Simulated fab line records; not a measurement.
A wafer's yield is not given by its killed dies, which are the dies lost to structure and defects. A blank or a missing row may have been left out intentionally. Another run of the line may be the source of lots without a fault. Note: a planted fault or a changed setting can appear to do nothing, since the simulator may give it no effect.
Split-lot study + flow n5 finfet + route with 1938 steps; 7 lots, 39 wafers read

THE SPLIT
At N5_BEOL_M13_ETCH_68 (etches SOC in N2/H2, time 355 s), the setting time s was moved away from the recipe's 355 s on 18 of the 39 wafers read, by -46.8% to +54.5%. The other wafers ran this setting at the recipe's value.

The split's own step is where the reading is taken.

THE READING
SiARC_of_BEOL_M13_COAT_66.thk nm (the simulator's own value, which no gauge read), in nm, at N5_BEOL_M13_ETCH_68 (etches SOC in N2/H2, time 355 s). The file gives no usual value for it. The 21 wafers here that ran the recipe average 77.2 nm, standard deviation 0.54 nm.

| wafer  | tool, chamber at the split | time s as run, s | against the recipe | SiARC_of_BEOL_M13_COAT_66.thk nm, nm | against lot-mates on the recipe |
|--------|----------------------------|------------------|--------------------|--------------------------------------|---------------------------------|
| L074.1 | rie diel-03, 0             | 530.8            | +49.5%             | 60.8                                 | -16.4                           |
| L074.2 | rie diel-03, 2             | 355              | recipe             | 77.2                                 | -                               |
| L074.3 | rie diel-03, 1             | 530.8            | +49.5%             | 61.4                                 | -15.8                           |
| L074.4 | rie diel-03, 2             | 355              | recipe             | 77                                   | -                               |
| L074.5 | rie diel-03, 1             | 355              | recipe             | 77.4                                 | -                               |
| L074.6 | rie diel-03, 0             | 530.8            | +49.5%             | 60.6                                 | -16.6                           |
| L077.1 | rie diel-06, 3             | 470.5            | +32.5%             | 67.2                                 | -9.9                            |
| L077.2 | rie diel-06, 2             | 355              | recipe             | 77                                   | -                               |
| L077.3 | rie diel-06, 1             | 355              | recipe             | 77.2                                 | -                               |
| L077.5 | rie diel-06, 1             | 355              | recipe             | 77.2                                 | -                               |
| L077.4 | rie diel-06, 2             | 470.5            | +32.5%             | 66                                   | -11.1                           |
| L077.6 | rie diel-06, 3             | 470.5            | +32.5%             | 67                                   | -10.1                           |
| L079.1 | rie diel-06, 2             | 355              | recipe             | 75.8                                 | -                               |
| L079.2 | rie diel-06, 3             | 355              | recipe             | 76.6                                 | -                               |
| L079.3 | rie diel-06, 1             | 548.4            | +54.5%             | 58.4                                 | -18.2                           |
| L079.5 | rie diel-06, 1             | 548.4            | +54.5%             | 58.4                                 | -18.2                           |
| L079.4 | rie diel-06, 3             | 355              | recipe             | 77.4                                 | -                               |
| L079.6 | rie diel-06, 2             | 548.4            | +54.5%             | 58                                   | -18.6                           |
| L082.1 | rie diel-03, 2             | 355              | recipe             | 76.8                                 | -                               |
| L082.3 | rie diel-03, 3             | 355              | recipe             | 76.6                                 | -                               |
| L082.5 | rie diel-03, 1             | 355              | recipe             | 77.8                                 | -                               |
| L088.1 | rie diel-03, 1             | 355              | recipe             | 77.2                                 | -                               |
| L088.2 | rie diel-03, 0,3           | 413.8            | +16.6%             | 71.4                                 | -5.9                            |
| L088.3 | rie diel-03, 0,3           | 413.8            | +16.6%             | 71.4                                 | -5.9                            |
| L088.4 | rie diel-03, 2             | 355              | recipe             | 77                                   | -                               |
| L088.5 | rie diel-03, 1             | 413.8            | +16.6%             | 71.8                                 | -5.5                            |
| L088.6 | rie diel-03, 0             | 355              | recipe             | 77.6                                 | -                               |
| L096.1 | rie diel-03, 2             | 504.5            | +42.1%             | 62.8                                 | -14.4                           |
| L096.2 | rie diel-03, 3             | 504.5            | +42.1%             | 63.2                                 | -14.0                           |
| L096.3 | rie diel-03, 0             | 504.5            | +42.1%             | 63.8                                 | -13.4                           |
| L096.4 | rie diel-03, 0             | 355              | recipe             | 77.6                                 | -                               |
| L096.5 | rie diel-03, 3             | 355              | recipe             | 76.8                                 | -                               |
| L096.6 | rie diel-03, 2             | 355              | recipe             | 77.2                                 | -                               |
| L097.1 | rie diel-04, 3,0           | 188.7            | -46.8%             | 93                                   | +15.3                           |
| L097.4 | rie diel-04, 3,0           | 188.7            | -46.8%             | 93                                   | +15.3                           |
| L097.2 | rie diel-04, 1             | 355              | recipe             | 78.4                                 | -                               |
| L097.3 | rie diel-04, 2             | 355              | recipe             | 76.8                                 | -                               |
| L097.5 | rie diel-04, 0             | 188.7            | -46.8%             | 93.2                                 | +15.5                           |
| L097.6 | rie diel-04, 1             | 355              | recipe             | 78                                   | -                               |
The file does not say which wafer passed through which chamber wherever a row lists several chambers: such a row stands for several wafers.

FIT RESULTS
A straight line over all 39 wafers: SiARC_of_BEOL_M13_COAT_66.thk nm changes by -0.336 nm for each +1% of time s; r = -1.00; the points scatter about the line by 0.53 nm.
The same after taking each lot's own level away (the mean of its wafers on the recipe; 39 wafers): -0.33 nm for each +1%; r = -1.00; scatter 0.43 nm.
That fit puts the effect of the largest move of time s on the reading at 18 nm.
Across the lots, their own levels run from 76.60 to 77.73 nm, a range of 2.1 times the standard deviation given above.
Consequently the slope shifts little with the lot-to-lot level, the two slopes agreeing.
Check: -18 nm against its lot-mates is what the line predicts for one of the wafers moved furthest among these (+54.5%) when that wafer is left out of the fit. Against them it came out at -18.2 nm.

THE OTHER SPLITS THESE WAFERS WENT THROUGH
Before the reading, these wafers also passed through other splits. Each is held against what the fit with the lots' levels taken away leaves over:
| other split on the same wafers        | wafers away from the commonest value | r with SiARC_of_BEOL_M13_COAT_66.thk nm (lot level and that fit taken away) |
|---------------------------------------|--------------------------------------|-----------------------------------------------------------------------------|
| N5_SD_EPI_N_ETCH_45 target depth a    | 15                                   | +0.12                                                                       |
| N5_HKMG_FIN_DEVELOP_11 develop time s | 12                                   | -0.08                                                                       |
| N5_BEOL_M5_ILD_DEP_00 target thk a    | 15                                   | +0.29                                                                       |
| N5_BEOL_M6_ILD_DEP_00 time s          | 12                                   | -0.02                                                                       |
| N5_BEOL_M11_DESCUM_16 time s          | 9                                    | -0.12                                                                       |

FILE'S OWN FIT
SiARC_of_BEOL_M13_COAT_66.thk nm changes by -0.33 nm for each +1% of time s, r = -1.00.
